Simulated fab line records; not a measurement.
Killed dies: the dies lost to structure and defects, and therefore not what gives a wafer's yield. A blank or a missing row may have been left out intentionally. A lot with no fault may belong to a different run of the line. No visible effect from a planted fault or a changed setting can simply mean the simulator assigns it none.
Comparing a struck lot with a sound one | flow nand_harc | 14 out of 1159 route steps
Sound: wafers L653.1, L653.3, L653.4. Struck: wafer L664.4. (L664.1 of the same lot was not struck and is left out.) The cause comes at the end.
At each step with rows: each side's tool, then ch and its chambers, then its first start. Under that, the readings that differ: sound wafers | struck wafers | difference of the means | sigmas: that difference in standard deviations of wafers without a fault.
alike: words and numbers the same on both sides, and readings whose means are apart by under 2 such deviations; not compared: readings that were withheld, readings missing a value for some wafer, numbers with overlapping values and no deviation given by the record, and bounds like >300 which may hide the same value.
The two part at a step that has a row with sigmas, a row that says differs or no value, or rows on one side only. Numbers that have no deviation but don't overlap get no sigmas and don't part them. Lack of a reading on every wafer of one side parts them only where that side has two or more wafers.

NHARC_A_SOURCE_PLATE_THK_MEAS_06: measures by ellipsometry.
  sound on film_metro-02 at day 8 03:41; struck on film_metro-01 at day 10 18:41
  alike: thk_nm
NHARC_A_SOURCE_PLATE_INSPECT_08:
  sound on defect_inspect-02 at day 8 03:47; struck on defect_inspect-02 at day 10 18:46
  alike: raw_defect_count
then NHARC_A_ONON_D1_DEP_00 (target thk 1000 nm), 1 step lacking rows for these wafers.
NHARC_A_ONON_D1_THK_MEAS_02: measures by ellipsometry.
  sound on film_metro-02 at day 8 04:22; struck on film_metro-02 at day 10 19:20
  alike: thk_nm
then NHARC_A_ONON_D1_DEP_03 (target thk 1000 nm), 1 step lacking rows for these wafers.
NHARC_A_ONON_D1_THK_MEAS_05: measures by ellipsometry.
  sound on film_metro-02 at day 8 04:56; struck on film_metro-02 at day 10 19:54
  alike: thk_nm
then NHARC_A_ONON_D1_DEP_06 (target thk 1000 nm), 1 step lacking rows for these wafers.
NHARC_A_ONON_D1_THK_MEAS_08: measures by ellipsometry.
  sound on film_metro-01 at day 8 05:30; struck on film_metro-02 at day 10 20:28
  alike: thk_nm
then NHARC_A_ONON_D1_DEP_09 (target thk 1000 nm), 1 step lacking rows for these wafers.
NHARC_A_ONON_D1_THK_MEAS_11: measures by ellipsometry.
  sound on film_metro-01 at day 8 06:04; struck on film_metro-02 at day 10 21:02
  alike: thk_nm
NHARC_A_ONON_D1_DEP_12: target thk 1000 nm.
  sound on pecvd_onon-02 ch 0, day 8 06:07; struck on pecvd_onon-03 ch 0, day 10 21:06
NHARC_A_ONON_D1_THK_MEAS_14: measures by ellipsometry.
  sound on film_metro-02 at day 8 06:38; struck on film_metro-01 at day 10 21:37
  reading     | sound       | struck | difference | sigmas
  thk_nm (nm) | 994 995 994 | 633    | -361       | -41
then, 1 step without rows for these wafers: NHARC_A_ONON_D1_ANNEAL_15 (time 3600 s).
-- jump in the record: it breaks off in module A_ONON_D1 and resumes in module END (first step shown: number 1159 of the route), and 12 days separate the struck wafers' starts before and after --
NHARC_END_SORT_01:
  only the struck wafers appear in the record here, on prober-01 ch 0 at day 22 15:35; the sound ones have no rows

## WHERE THEY PART
Earliest at NHARC_A_ONON_D1_THK_MEAS_14; latest, in this record, at NHARC_END_SORT_01.

WHY: what had been put in by the simulator
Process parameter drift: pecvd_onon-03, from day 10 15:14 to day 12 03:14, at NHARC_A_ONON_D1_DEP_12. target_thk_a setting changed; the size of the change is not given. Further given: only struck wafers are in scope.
